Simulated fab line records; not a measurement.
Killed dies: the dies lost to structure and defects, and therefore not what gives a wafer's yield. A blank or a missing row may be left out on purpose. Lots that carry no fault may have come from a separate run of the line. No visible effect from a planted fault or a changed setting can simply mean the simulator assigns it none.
fab line records -- flow nand-harc -- part 1 of 2: steps 1 to 26 of 35
[record] lots = 5, wafers = 15, last-day = 32
route steps=1302 shown P_GATE@153
lots that met no fault: taken from a fault-free run of the same line
start-h: the number of hours between the record's first day and the start of the first shown wafer of the lot -- wait-h: hours from the lot's prior step to this one -- " identical to the entry in the row above -- L1.1+2: a row that stands for several wafers -- - value missing, or start not given -- * or withheld: withheld -- < > ~ a bound
route shown NAME@n: a module of which the file shows steps, and the number in the route of the first -- usual: mean and standard deviation over wafers with no fault -- same: alike in all rows -- chamber/n: place in a boat -- sites: each site's reading -- _std_site: standard deviation across them -- _edge_site: inner sites' mean taken away from outer sites' mean -- radius-mm: for every site, how far away it sits from the centre of the wafer -- mask NAME#n: copy n -- behind: the most recent tool/chamber to have shaped the wafer -- hold: reason for holding the lot/hours on hold/outcome of the hold -- device: the transistor (n, p or np) that didn't switch -- end of line: the route-end tests of the same wafers -- a step without rows: its recipe alone -- killed: dies that structure and defects cost at the first sort, which is not the same as the wafer's yield -- map: the dies of a wafer, with x for killed, . for not killed, _ for no die there
set.NAME: setting as actually run; set.NAME@STEP: the setting as run at that earlier step -- model.NAME: the simulator's own value behind a step, which no gauge read
lots at selected steps of the route; one table per step, one row per wafer
services: the hour from which a tool's chamber was out of use, counted from the record's first day as start-h (under 0 if before that day), plus the number of hours and why
[[steps]]
[step NHARC_P_GATE_PRECLEAN_73]
[recipe] time-s = *, temp-c = 50, bath-age-min = 0, chemistry = SC1
lot.wafer,tool,chamber,start-h,wait-h
L081.3+6+4,wet-bench-09,"1,3,5",-,-
L087.5+6+1,wet-bench-02,"2,5,7",-,-
L094.1+3+4,wet-bench-05,"6,7,0",-,-
L095.3+2+6,wet-bench-09,"4,5,6",-,-
L093.4+3+2,wet-bench-05,"7,1,3",-,-
[step NHARC_P_GATE_SRD_74]
lot.wafer,tool,chamber,start-h,wait-h
L081.3+6+4,wet-bench-09,"1,3,5",-,-
L087.5+6+1,wet-bench-02,"2,5,7",-,-
L094.1+3+4,wet-bench-05,"6,7,0",-,-
L095.3+2+6,wet-bench-09,"4,5,6",-,-
L093.4+3+2,wet-bench-05,"7,1,3",-,-
[step NHARC_P_GATE_ALD_36]
[recipe] target-thk-a = 200, pulse-time-s = 60, ald-cycles = 223, temp-c = 400, material = SiNx
[usual] heater-power-w = 851/77, precursor-pulse-height-rel = 0.998/0.021
lot.wafer,tool,chamber,start-h,wait-h,heater-power-w,precursor-pulse-height-rel
L081.4,ald-sin-02,1,168.02,-,758,1.001
L081.3,ald-sin-02,3,170.12,-,891,0.950
L081.6,ald-sin-02,1,172.22,-,771,0.968
L087.1,ald-sin-02,1,226.31,-,755,1.018
L087.6,ald-sin-02,3,228.42,-,883,1.021
L087.5,ald-sin-02,0,229.47,-,998,0.973
L094.1,ald-sin-01,0,300.31,-,930,1.004
L094.3,ald-sin-01,1,301.38,-,842,1.006
L094.4,ald-sin-01,2,302.45,-,838,0.988
L095.3,ald-sin-04,3,300.45,-,699,1.022
L095.2,ald-sin-04,0,301.51,-,819,1.005
L095.6,ald-sin-04,0,305.74,-,863,0.955
L093.4,ald-sin-01,2,307.80,-,840,0.986
L093.3,ald-sin-01,3,308.85,-,769,1.044
L093.2,ald-sin-01,0,309.91,-,931,0.998
[step NHARC_P_GATE_ETCHBACK_37]
[recipe] target-depth-a = 345, time-s = 17.2, chf3-flow-sccm = 50, o2-flow-sccm = 10, ar-flow-sccm = 200, rf-w = 500, bias-w = 200, chemistry = CHF3/O2
[usual] bias-w = 200.1/0.54, drypump-motor-current-A = 5.8/0.43, oes-product-au = 0.95/0.035, rf-vpp-V = 371.0/2.3, showerhead-plenum-p-Torr = 2.42/0.1, throttle-valve-pct = 20.572/0.0098
lot.wafer,tool,chamber,start-h,wait-h,bias-w,drypump-motor-current-A,oes-product-au,rf-hours-counter-h,rf-vpp-V,showerhead-plenum-p-Torr,throttle-valve-pct
L081.4,rie-diel-07,0,-,-,201.3,6.3,0.92,2,369.9,2.38,20.560
L081.3,rie-diel-07,1,-,-,201.2,5.6,0.92,2,367.2,2.32,20.568
L081.6,rie-diel-07,2,-,-,199.9,5.4,0.92,-,370.7,2.32,20.568
L087.1,rie-diel-03,3,-,-,199.0,5.3,0.93,1,370.7,2.34,20.585
L087.6,rie-diel-03,1,-,-,200.1,5.6,0.93,-,368.6,2.24,20.555
L087.5,rie-diel-03,2,-,-,199.0,6.7,0.93,-,373.6,2.57,20.562
L094.4,rie-diel-03,0,-,-,199.7,5.5,0.91,1,369.4,2.33,20.561
L094.1,rie-diel-03,2,-,-,200.2,6.6,0.92,1,374.0,2.57,20.577
L094.3,rie-diel-03,3,-,-,200.6,5.3,0.93,1,369.5,2.34,20.580
L095.2,rie-diel-07,3,-,-,200.2,6.0,1.01,0,370.8,2.46,20.568
L095.3,rie-diel-07,2,-,-,200.3,5.4,1.01,0,368.2,2.32,20.557
L095.6,rie-diel-07,2,-,-,199.8,5.4,1.01,-,368.3,2.32,20.583
L093.2,rie-diel-07,2,-,-,200.8,5.4,1.00,0,369.3,2.32,20.574
L093.4,rie-diel-07,3,-,-,199.7,6.0,1.02,0,372.5,2.45,20.555
L093.3,rie-diel-07,0,-,-,201.3,6.4,1.00,0,370.9,2.38,20.556
[step NHARC_P_GATE_STRIP_101]
[recipe] time-s = 20, o2-flow-sccm = 500, ar-flow-sccm = 0, bias-w = 0, chemistry = O2
[usual] drypump-motor-current-A = 5.8/0.44, oes-product-au = 1.001/0.0075, rf-vpp-V = 57.8/0.86, showerhead-plenum-p-Torr = 3.56/0.15, throttle-valve-pct = 17.035/0.0083
[same] bias-w = 0
lot.wafer,tool,chamber,start-h,wait-h,drypump-motor-current-A,oes-product-au,rf-hours-counter-h,rf-vpp-V,showerhead-plenum-p-Torr,throttle-valve-pct
L081.3,rie-diel-07,3,177.60,0.1,6.0,1.006,2,58.4,3.61,17.033
L081.4,rie-diel-07,1,177.60,0.1,5.6,0.992,2,57.6,3.40,17.035
L081.6,rie-diel-07,0,177.60,0.1,6.3,0.996,-,58.3,3.50,17.043
L087.1,rie-diel-03,3,233.79,0.1,5.3,1.000,1,56.4,3.44,17.025
L087.6,rie-diel-03,3,233.79,0.1,5.3,0.999,-,58.3,3.44,17.036
L087.5,rie-diel-03,0,233.79,0.1,5.5,1.002,-,56.3,3.43,17.035
L094.4,rie-diel-03,1,310.01,0.1,5.7,0.997,1,57.6,3.30,17.035
L094.3,rie-diel-03,2,310.01,0.1,6.6,1.003,1,57.8,3.77,17.033
L094.1,rie-diel-03,3,310.01,0.1,5.2,1.012,1,56.8,3.44,17.034
L095.2,rie-diel-07,3,310.09,0.1,6.0,1.020,0,57.8,3.60,17.023
L095.3,rie-diel-07,0,310.09,0.1,6.3,1.010,0,57.4,3.50,17.028
L095.6,rie-diel-07,3,310.09,0.1,6.0,1.013,-,58.4,3.60,17.034
L093.3,rie-diel-07,1,316.34,0.1,5.5,1.005,0,57.5,3.40,17.040
L093.2,rie-diel-07,2,316.34,0.1,5.4,1.011,0,58.1,3.41,17.030
L093.4,rie-diel-07,3,316.34,0.1,6.0,1.026,0,57.3,3.60,17.036
[step NHARC_P_GATE_PRECLEAN_97]
[recipe] time-s = 600, temp-c = 120, chemistry = SPM
lot.wafer,tool,chamber,start-h,wait-h
L081.4+3+6,wet-bench-05,"4,5,6",177.71,-
L087.6+5+1,wet-bench-05,"4,6,7",233.89,-
L094.4+1+3,wet-bench-05,"3,4,7",310.11,-
L095.2+3+6,wet-bench-02,"0,2,3",310.20,-
L093.4+2+3,wet-bench-09,"7,0,1",316.44,-
[step NHARC_P_GATE_SRD_98]
lot.wafer,tool,chamber,start-h,wait-h
L081.4+3+6,wet-bench-05,"4,5,6",-,-
L087.6+5+1,wet-bench-05,"4,6,7",-,-
L094.4+1+3,wet-bench-05,"3,4,7",-,-
L095.2+3+6,wet-bench-02,"0,2,3",-,-
L093.4+2+3,wet-bench-09,"7,0,1",-,-
[step NHARC_P_GATE_PRECLEAN_99]
[recipe] time-s = *, temp-c = 50, bath-age-min = 0, chemistry = SC1
lot.wafer,tool,chamber,start-h,wait-h
L081.4+3+6,wet-bench-05,"4,5,6",-,-
L087.6+5+1,wet-bench-05,"4,6,7",-,-
L094.4+1+3,wet-bench-05,"3,4,7",-,-
L095.2+3+6,wet-bench-02,"0,2,3",-,-
L093.4+2+3,wet-bench-09,"7,0,1",-,-
[step NHARC_P_GATE_SRD_100]
lot.wafer,tool,chamber,start-h,wait-h
L081.4+3+6,wet-bench-05,"4,5,6",-,-
L087.6+5+1,wet-bench-05,"4,6,7",-,-
L094.4+1+3,wet-bench-05,"3,4,7",-,-
L095.2+3+6,wet-bench-02,"0,2,3",-,-
L093.4+2+3,wet-bench-09,"7,0,1",-,-
[step NHARC_P_GATE_DEHYDRATE_38]
[recipe] temp-c = 150, time-s = 120
[usual] heater-power-total-W = 182.5/1.3, resist-line-temp-C = 23.01/0.11
lot.wafer,tool,chamber,start-h,wait-h,heater-power-total-W,resist-line-temp-C
L081.3,litho-track-02,0,178.10,-,184.9,23.10
L081.4,litho-track-02,0,178.10,-,182.5,22.99
L081.6,litho-track-02,0,178.10,-,183.2,23.14
L087.1,litho-track-03,0,234.29,-,184.9,23.12
L087.5,litho-track-03,0,234.29,-,180.8,22.97
L087.6,litho-track-03,0,234.29,-,184.0,22.89
L094.1,litho-track-02,0,310.51,-,183.2,23.01
L094.3,litho-track-02,0,310.51,-,182.6,22.99
L094.4,litho-track-02,0,310.51,-,183.5,23.00
L095.2,litho-track-07,0,310.59,-,181.1,23.10
L095.3,litho-track-07,0,310.59,-,181.0,23.04
L095.6,litho-track-07,0,310.59,-,180.4,23.09
L093.2,litho-track-07,0,316.84,-,181.6,23.07
L093.3,litho-track-07,0,316.84,-,181.7,23.00
L093.4,litho-track-07,0,316.84,-,183.0,22.97
[step NHARC_P_GATE_HMDS_39]
[recipe] time-s = 30
[usual] resist-line-temp-C = 23.00/0.11
lot.wafer,tool,chamber,start-h,wait-h,resist-line-temp-C
L081.3,litho-track-02,0,-,-,23.02
L081.4,litho-track-02,0,-,-,23.08
L081.6,litho-track-02,0,-,-,23.16
L087.1,litho-track-03,0,-,-,22.92
L087.5,litho-track-03,0,-,-,22.86
L087.6,litho-track-03,0,-,-,22.94
L094.1,litho-track-02,0,-,-,23.06
L094.3,litho-track-02,0,-,-,22.73
L094.4,litho-track-02,0,-,-,23.11
L095.2,litho-track-07,0,-,-,23.11
L095.3,litho-track-07,0,-,-,23.00
L095.6,litho-track-07,0,-,-,23.01
L093.2,litho-track-07,0,-,-,23.09
L093.3,litho-track-07,0,-,-,22.85
L093.4,litho-track-07,0,-,-,23.03
[step NHARC_P_GATE_COAT_40]
[recipe] spin-rpm = 3000
[usual] resist-line-temp-C = 22.99/0.11
lot.wafer,tool,chamber,start-h,wait-h,resist-line-temp-C
L081.3,litho-track-02,0,-,-,23.05
L081.4,litho-track-02,0,-,-,23.17
L081.6,litho-track-02,0,-,-,22.90
L087.1,litho-track-03,0,-,-,22.95
L087.5,litho-track-03,0,-,-,22.91
L087.6,litho-track-03,0,-,-,22.73
L094.1,litho-track-02,0,-,-,23.13
L094.3,litho-track-02,0,-,-,22.90
L094.4,litho-track-02,0,-,-,22.96
L095.2,litho-track-07,0,-,-,23.04
L095.3,litho-track-07,0,-,-,22.97
L095.6,litho-track-07,0,-,-,22.80
L093.2,litho-track-07,0,-,-,22.90
L093.3,litho-track-07,0,-,-,22.96
L093.4,litho-track-07,0,-,-,22.84
[step NHARC_P_GATE_SOFTBAKE_41]
[recipe] temp-c = 122, time-s = 95
[usual] heater-power-total-W = 160.1/0.45, resist-line-temp-C = 22.97/0.1
lot.wafer,tool,chamber,start-h,wait-h,heater-power-total-W,resist-line-temp-C
L081.3,litho-track-02,0,-,-,160.6,22.94
L081.4,litho-track-02,0,-,-,160.6,22.97
L081.6,litho-track-02,0,-,-,159.9,22.91
L087.1,litho-track-03,0,-,-,159.8,23.01
L087.5,litho-track-03,0,-,-,159.3,22.83
L087.6,litho-track-03,0,-,-,160.6,22.82
L094.1,litho-track-02,0,-,-,160.0,23.13
L094.3,litho-track-02,0,-,-,160.0,22.96
L094.4,litho-track-02,0,-,-,159.3,23.04
L095.2,litho-track-07,0,-,-,160.5,22.96
L095.3,litho-track-07,0,-,-,160.0,22.97
L095.6,litho-track-07,0,-,-,160.6,23.09
L093.2,litho-track-07,0,-,-,159.6,22.85
L093.3,litho-track-07,0,-,-,160.1,22.92
L093.4,litho-track-07,0,-,-,159.8,23.01
[step NHARC_P_GATE_EBR_42]
[usual] resist-line-temp-C = 22.99/0.11
lot.wafer,tool,chamber,start-h,wait-h,resist-line-temp-C
L081.3,litho-track-02,0,-,-,22.91
L081.4,litho-track-02,0,-,-,22.82
L081.6,litho-track-02,0,-,-,22.67
L087.1,litho-track-03,0,-,-,23.19
L087.5,litho-track-03,0,-,-,23.20
L087.6,litho-track-03,0,-,-,23.02
L094.1,litho-track-02,0,-,-,22.81
L094.3,litho-track-02,0,-,-,22.92
L094.4,litho-track-02,0,-,-,23.06
L095.2,litho-track-07,0,-,-,22.98
L095.3,litho-track-07,0,-,-,22.96
L095.6,litho-track-07,0,-,-,23.00
L093.2,litho-track-07,0,-,-,22.83
L093.3,litho-track-07,0,-,-,22.83
L093.4,litho-track-07,0,-,-,23.02
[step NHARC_P_GATE_EXPOSE_43]
[recipe] na = 0.6, target-cd-nm = 720, dose-mj = 14.81, mask-id = P_NSD
lot.wafer,tool,chamber,start-h,wait-h,mask
L081.3+4+6,krf-scanner-01,0,178.38,-,P_NSD#0
L087.1+5+6,krf-scanner-03,0,234.56,-,P_NSD#0
L094.1+3+4,krf-scanner-01,0,310.78,-,P_NSD#0
L095.2+3+6,krf-scanner-02,0,310.95,-,P_NSD#0
L093.2+3+4,krf-scanner-02,0,316.98,-,P_NSD#0
[step NHARC_P_GATE_PEB_44]
[recipe] peb-temp-c = 118, peb-time-s = 85
[usual] heater-power-total-W = 163.97/0.26, resist-line-temp-C = 23.02/0.097
lot.wafer,tool,chamber,start-h,wait-h,heater-power-total-W,resist-line-temp-C
L081.3,litho-track-03,0,178.44,0.1,164.37,22.95
L081.4,litho-track-03,0,178.44,0.1,164.04,22.87
L081.6,litho-track-03,0,178.44,0.1,164.14,22.98
L087.1,litho-track-07,0,234.63,0.1,163.62,23.01
L087.5,litho-track-07,0,234.63,0.1,164.00,23.15
L087.6,litho-track-07,0,234.63,0.1,163.98,23.09
L094.1,litho-track-03,0,310.85,0.1,163.64,22.90
L094.3,litho-track-03,0,310.85,0.1,163.87,23.13
L094.4,litho-track-03,0,310.85,0.1,163.68,22.94
L095.2,litho-track-03,0,311.01,0.1,163.65,22.97
L095.3,litho-track-03,0,311.01,0.1,164.00,23.09
L095.6,litho-track-03,0,311.01,0.1,163.97,23.11
L093.2,litho-track-02,0,317.04,0.1,164.13,23.21
L093.3,litho-track-02,0,317.04,0.1,164.07,23.19
L093.4,litho-track-02,0,317.04,0.1,163.71,23.20
[step NHARC_P_GATE_DEVELOP_45]
[recipe] time-s = 70
[usual] resist-line-temp-C = 22.99/0.1
lot.wafer,tool,chamber,start-h,wait-h,resist-line-temp-C
L081.3,litho-track-03,0,-,-,22.99
L081.4,litho-track-03,0,-,-,22.99
L081.6,litho-track-03,0,-,-,22.96
L087.1,litho-track-07,0,-,-,23.00
L087.5,litho-track-07,0,-,-,22.99
L087.6,litho-track-07,0,-,-,23.02
L094.1,litho-track-03,0,-,-,22.68
L094.3,litho-track-03,0,-,-,22.92
L094.4,litho-track-03,0,-,-,22.89
L095.2,litho-track-03,0,-,-,22.89
L095.3,litho-track-03,0,-,-,23.04
L095.6,litho-track-03,0,-,-,22.78
L093.2,litho-track-02,0,-,-,23.12
L093.3,litho-track-02,0,-,-,23.09
L093.4,litho-track-02,0,-,-,23.20
[step NHARC_P_GATE_CD_MEAS_46]
[recipe] target-cd-nm = 720, landing-energy-ev = 500
[usual] cd-nm = 720.6/1.2
lot.wafer,tool,chamber,start-h,wait-h,cd-nm
L081.3,cd-sem-03,0,178.53,-,721.0
L081.4,cd-sem-03,0,178.53,-,721.0
L081.6,cd-sem-03,0,178.53,-,720.1
L087.1,cd-sem-01,0,234.72,-,721.4
L087.5,cd-sem-01,0,234.72,-,720.9
L087.6,cd-sem-01,0,234.72,-,720.6
L094.1,cd-sem-02,0,310.94,-,722.3
L094.3,cd-sem-02,0,310.94,-,720.8
L094.4,cd-sem-02,0,310.94,-,721.7
L095.2,cd-sem-01,0,311.10,-,721.9
L095.3,cd-sem-01,0,311.10,-,721.5
L095.6,cd-sem-01,0,311.10,-,720.4
L093.2,cd-sem-03,0,317.14,-,721.3
L093.3,cd-sem-03,0,317.14,-,721.0
L093.4,cd-sem-03,0,317.14,-,719.1
[step NHARC_P_GATE_HARDBAKE_47]
[recipe] temp-c = 125, time-s = 80
[usual] heater-power-total-W = 183.9/0.77, resist-line-temp-C = 23.00/0.095
lot.wafer,tool,chamber,start-h,wait-h,heater-power-total-W,resist-line-temp-C
L081.3,litho-track-03,0,178.61,-,183.8,22.93
L081.4,litho-track-03,0,178.61,-,184.7,23.11
L081.6,litho-track-03,0,178.61,-,183.9,22.91
L087.1,litho-track-07,0,234.80,-,182.8,23.03
L087.5,litho-track-07,0,234.80,-,183.4,22.89
L087.6,litho-track-07,0,234.80,-,185.0,22.80
L094.1,litho-track-07,0,311.02,-,184.9,23.02
L094.3,litho-track-07,0,311.02,-,184.8,23.08
L094.4,litho-track-07,0,311.02,-,182.8,23.04
L095.2,litho-track-07,0,311.18,-,183.2,23.04
L095.3,litho-track-07,0,311.18,-,184.9,23.03
L095.6,litho-track-07,0,311.18,-,183.3,22.83
L093.2,litho-track-02,0,317.22,-,183.8,22.95
L093.3,litho-track-02,0,317.22,-,184.7,22.98
L093.4,litho-track-02,0,317.22,-,184.2,22.92
[step NHARC_P_GATE_DESCUM_48]
[recipe] time-s = 3, o2-flow-sccm = 200, ar-flow-sccm = 0, bias-power-w = 0, chemistry = O2
[usual] drypump-motor-current-A = 5.8/0.42, oes-product-au = 1.002/0.0071, rf-vpp-V = 57.8/0.84, showerhead-plenum-p-Torr = 1.93/0.082, throttle-valve-pct = 11.311/0.0087
lot.wafer,tool,chamber,start-h,wait-h,drypump-motor-current-A,oes-product-au,rf-hours-counter-h,rf-vpp-V,showerhead-plenum-p-Torr,throttle-valve-pct
L081.3,rie-diel-07,3,178.70,-,6.0,1.002,1.9,56.5,1.96,11.318
L081.4,rie-diel-07,0,178.70,-,6.3,0.995,2.3,57.7,1.90,11.321
L081.6,rie-diel-07,3,178.70,-,6.0,1.015,-,58.5,1.96,11.302
L087.1,rie-diel-07,1,234.91,-,5.6,0.990,6.2,57.4,1.84,11.310
L087.6,rie-diel-07,3,234.91,-,6.0,1.006,-,57.6,1.96,11.314
L087.5,rie-diel-07,0,234.91,-,6.3,0.997,-,58.4,1.90,11.301
L094.4,rie-diel-03,1,311.10,-,5.6,1.004,1.0,59.0,1.78,11.311
L094.1,rie-diel-03,2,311.10,-,6.6,0.999,0.8,57.0,2.06,11.327
L094.3,rie-diel-03,3,311.10,-,5.3,1.009,0.8,56.8,1.86,11.311
L095.3,rie-diel-07,0,311.26,-,6.3,0.997,0.2,58.5,1.90,11.301
L095.2,rie-diel-07,2,311.26,-,5.4,1.005,0.2,56.0,1.85,11.309
L095.6,rie-diel-07,0,311.26,-,6.3,0.999,-,57.5,1.90,11.307
L093.2,rie-diel-05,0,317.29,-,6.3,0.997,5.8,58.6,1.96,11.311
L093.3,rie-diel-05,1,317.29,-,5.7,0.997,6.1,58.6,2.02,11.311
L093.4,rie-diel-05,3,317.29,-,6.0,0.997,5.8,58.1,2.00,11.304
[step NHARC_P_GATE_IMPLANT_49]
[recipe] energy-kev = 30, dose-cm2 = 3e+15, tilt-deg = 7
[usual] dose-ions-cm2 = 3e+15/3.5e+12
lot.wafer,tool,chamber,start-h,wait-h,dose-ions-cm2
L081.3,implanter-01,0,178.89,0.2,2.996e+15
L081.4,implanter-01,0,178.89,0.2,2.996e+15
L081.6,implanter-01,0,178.89,0.2,3.009e+15
L087.1,implanter-01,0,235.03,0.1,3e+15
L087.5,implanter-01,0,235.03,0.1,2.998e+15
L087.6,implanter-01,0,235.03,0.1,3e+15
L094.1,implanter-02,0,311.24,0.1,2.999e+15
L094.3,implanter-02,0,311.24,0.1,3.003e+15
L094.4,implanter-02,0,311.24,0.1,3.002e+15
L095.2,implanter-02,0,311.46,0.2,2.999e+15
L095.3,implanter-02,0,311.46,0.2,2.999e+15
L095.6,implanter-02,0,311.46,0.2,2.999e+15
L093.2,implanter-02,0,317.47,0.2,2.997e+15
L093.3,implanter-02,0,317.47,0.2,2.998e+15
L093.4,implanter-02,0,317.47,0.2,3.004e+15
[step NHARC_P_GATE_STRIP_111]
[recipe] power-w = 1500, temp-c = 110, time-s = 250, chemistry = N2/H2
[usual] drypump-motor-current-A = 5.5/0.62, heater-power-w = 89/5.4
lot.wafer,tool,chamber,start-h,wait-h,drypump-motor-current-A,heater-power-w,rf-hours-counter-h
L081.4,plasma-asher-01,0,179.16,0.2,4.9,92,-
L081.3,plasma-asher-01,1,179.16,0.2,6.5,83,-
L081.6,plasma-asher-01,0,179.16,0.2,4.9,90,-
L087.1,plasma-asher-01,1,235.25,0.2,6.5,83,12
L087.5,plasma-asher-01,1,235.25,0.2,6.5,84,-
L087.6,plasma-asher-01,0,235.25,0.2,4.9,95,-
L094.1,plasma-asher-01,1,311.47,0.2,6.5,84,30
L094.4,plasma-asher-01,1,311.47,0.2,6.5,86,-
L094.3,plasma-asher-01,0,311.47,0.2,4.9,93,-
L095.2,plasma-asher-02,0,311.70,0.2,5.5,98,8
L095.3,plasma-asher-02,0,311.70,0.2,5.5,98,-
L095.6,plasma-asher-02,0,311.70,0.2,5.5,97,-
L093.2,plasma-asher-02,0,317.66,0.2,5.5,96,10
L093.4,plasma-asher-02,0,317.66,0.2,5.4,99,-
L093.3,plasma-asher-02,1,317.66,0.2,5.2,83,-
[step NHARC_P_GATE_STRIP_75]
[recipe] power-w = 1500, temp-c = 250, chemistry = O2
[usual] drypump-motor-current-A = 5.5/0.62, heater-power-w = 335/20
lot.wafer,tool,chamber,start-h,wait-h,drypump-motor-current-A,heater-power-w,rf-hours-counter-h
L081.4,plasma-asher-01,0,179.38,0.2,5.0,347,-
L081.3,plasma-asher-01,1,179.38,0.2,6.6,317,-
L081.6,plasma-asher-01,0,179.38,0.2,5.0,346,-
L087.1,plasma-asher-01,1,235.55,0.2,6.5,324,13
L087.5,plasma-asher-01,1,235.55,0.2,6.5,318,-
L087.6,plasma-asher-01,0,235.55,0.2,4.9,346,-
L094.1,plasma-asher-01,1,311.77,0.3,6.5,313,30
L094.4,plasma-asher-01,1,311.77,0.3,6.5,312,-
L094.3,plasma-asher-01,0,311.77,0.3,4.9,348,-
L095.2,plasma-asher-02,0,311.96,0.2,5.5,364,8
L095.3,plasma-asher-02,0,311.96,0.2,5.5,368,-
L095.6,plasma-asher-02,0,311.96,0.2,5.5,356,-
L093.2,plasma-asher-02,0,317.96,0.3,5.5,354,11
L093.4,plasma-asher-02,0,317.96,0.3,5.5,375,-
L093.3,plasma-asher-02,1,317.96,0.3,5.2,321,-
[step NHARC_P_GATE_STRIP_50]
[recipe] time-s = 900, temp-c = 130, chemistry = SPM
lot.wafer,tool,chamber,start-h,wait-h
L081.6+4+3,wet-bench-02,"5,7,0",179.52,0.1
L087.5+6+1,wet-bench-05,"4,6,7",235.70,0.1
L094.3+1+4,wet-bench-02,"1,3,4",311.92,0.1
L095.2+3+6,wet-bench-09,"2,3,5",312.10,0.1
L093.4+3+2,wet-bench-05,"4,5,6",318.13,0.1
[step NHARC_P_GATE_DEHYDRATE_51]
[recipe] temp-c = 150, time-s = 120
[usual] heater-power-total-W = 182.6/1.3, resist-line-temp-C = 23.00/0.092
lot.wafer,tool,chamber,start-h,wait-h,heater-power-total-W,resist-line-temp-C
L081.3,litho-track-07,0,179.86,-,181.6,22.95
L081.4,litho-track-07,0,179.86,-,182.3,22.97
L081.6,litho-track-07,0,179.86,-,183.7,22.99
L087.1,litho-track-03,0,236.06,-,182.9,22.94
L087.5,litho-track-03,0,236.06,-,184.6,22.96
L087.6,litho-track-03,0,236.06,-,181.5,23.01
L094.1,litho-track-02,0,312.27,-,182.2,22.94
L094.3,litho-track-02,0,312.27,-,184.6,23.17
L094.4,litho-track-02,0,312.27,-,183.9,23.05
L095.2,litho-track-07,0,312.45,-,183.4,23.09
L095.3,litho-track-07,0,312.45,-,182.3,22.93
L095.6,litho-track-07,0,312.45,-,181.3,22.97
L093.2,litho-track-02,0,318.47,-,180.8,22.73
L093.3,litho-track-02,0,318.47,-,183.1,22.85
L093.4,litho-track-02,0,318.47,-,183.3,22.84
[step NHARC_P_GATE_HMDS_52]
[recipe] time-s = 30
[usual] resist-line-temp-C = 22.98/0.094
lot.wafer,tool,chamber,start-h,wait-h,resist-line-temp-C
L081.3,litho-track-07,0,-,-,22.85
L081.4,litho-track-07,0,-,-,22.90
L081.6,litho-track-07,0,-,-,23.01
L087.1,litho-track-03,0,-,-,22.92
L087.5,litho-track-03,0,-,-,22.99
L087.6,litho-track-03,0,-,-,23.00
L094.1,litho-track-02,0,-,-,22.87
L094.3,litho-track-02,0,-,-,22.86
L094.4,litho-track-02,0,-,-,23.00
L095.2,litho-track-07,0,-,-,22.99
L095.3,litho-track-07,0,-,-,22.94
L095.6,litho-track-07,0,-,-,22.72
L093.2,litho-track-02,0,-,-,23.01
L093.3,litho-track-02,0,-,-,23.00
L093.4,litho-track-02,0,-,-,23.02
